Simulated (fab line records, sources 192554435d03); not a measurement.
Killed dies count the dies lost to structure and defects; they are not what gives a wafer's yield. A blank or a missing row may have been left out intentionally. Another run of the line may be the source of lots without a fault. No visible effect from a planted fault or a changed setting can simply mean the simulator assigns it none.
Matching of chambers || flow n5_finfet || N5_HKMG_FIN_STRIP_90 on rie_diel-05: 4 sister chambers
The step strips SOC in N2/H2, time 20 s. 8 wafers are shown with their chamber, then 8 later ones without.

WAFERS PAIRED WITH THEIR CHAMBERS
{"wafer": "L077.4", "chamber": 2, "drypump_motor_current_A (A)": 5.4, "throttle_valve_pct (%)": 19.0}
{"wafer": "L078.1", "chamber": 3, "drypump_motor_current_A (A)": 5.8, "throttle_valve_pct (%)": 18.7}
{"wafer": "L080.2", "chamber": 1, "drypump_motor_current_A (A)": 6.0, "throttle_valve_pct (%)": 18.6}
{"wafer": "L080.4", "chamber": 0, "drypump_motor_current_A (A)": 5.3, "throttle_valve_pct (%)": 19.6}
{"wafer": "L082.1", "chamber": 0, "drypump_motor_current_A (A)": 5.3, "throttle_valve_pct (%)": 19.6}
{"wafer": "L082.2", "chamber": 2, "drypump_motor_current_A (A)": 5.4, "throttle_valve_pct (%)": 18.6}
{"wafer": "L082.3", "chamber": 3, "drypump_motor_current_A (A)": 5.8, "throttle_valve_pct (%)": 18.7}
{"wafer": "L082.4", "chamber": 1, "drypump_motor_current_A (A)": 5.9, "throttle_valve_pct (%)": 18.6}

WAFERS MISSING THEIR CHAMBER
{"wafer": "L082.5", "drypump_motor_current_A (A)": 5.8, "throttle_valve_pct (%)": 18.7}
{"wafer": "L082.6", "drypump_motor_current_A (A)": 5.3, "throttle_valve_pct (%)": 19.6}
{"wafer": "L093.3", "drypump_motor_current_A (A)": 5.9, "throttle_valve_pct (%)": 18.6}
{"wafer": "L093.5", "drypump_motor_current_A (A)": 6.0, "throttle_valve_pct (%)": 18.6}
{"wafer": "L093.6", "drypump_motor_current_A (A)": 5.4, "throttle_valve_pct (%)": 18.6}
{"wafer": "L096.1", "drypump_motor_current_A (A)": 5.4, "throttle_valve_pct (%)": 18.6}
{"wafer": "L096.2", "drypump_motor_current_A (A)": 5.8, "throttle_valve_pct (%)": 18.3}
{"wafer": "L096.4", "drypump_motor_current_A (A)": 5.3, "throttle_valve_pct (%)": 19.6}

EACH ONE'S CHAMBER
{"wafer": "L082.5", "from the rows above": 3, "in truth": 3}
{"wafer": "L082.6", "from the rows above": 0, "in truth": 0}
{"wafer": "L093.3", "from the rows above": "can't be placed: 1 or 3", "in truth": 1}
{"wafer": "L093.5", "from the rows above": 1, "in truth": 1}
{"wafer": "L093.6", "from the rows above": 2, "in truth": 2}
{"wafer": "L096.1", "from the rows above": 2, "in truth": 2}
{"wafer": "L096.2", "from the rows above": "can't be placed: 3 or 1", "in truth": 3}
{"wafer": "L096.4", "from the rows above": 0, "in truth": 0}
Correctly placed: 6 of 8. Unplaceable from these rows: 2, with the true chamber sitting among the candidates in 2. Number placed wrongly: 0.
How it was worked out, from the rows above alone: a wafer's distance from a chamber is the root of the sum, over the readings, of the square of ((its reading less the chamber's mean) divided by the reading's scatter). If the next closest chamber is less than 2 further off than the closest, the wafer can't be placed; otherwise it belongs to the closest. For every chamber, the mean is computed from those of its wafers that are shown. How the scatter is found: for the shown wafers, subtract from each reading the mean of its chamber, square and add these, divide the total by (wafers less chambers), then take the root.
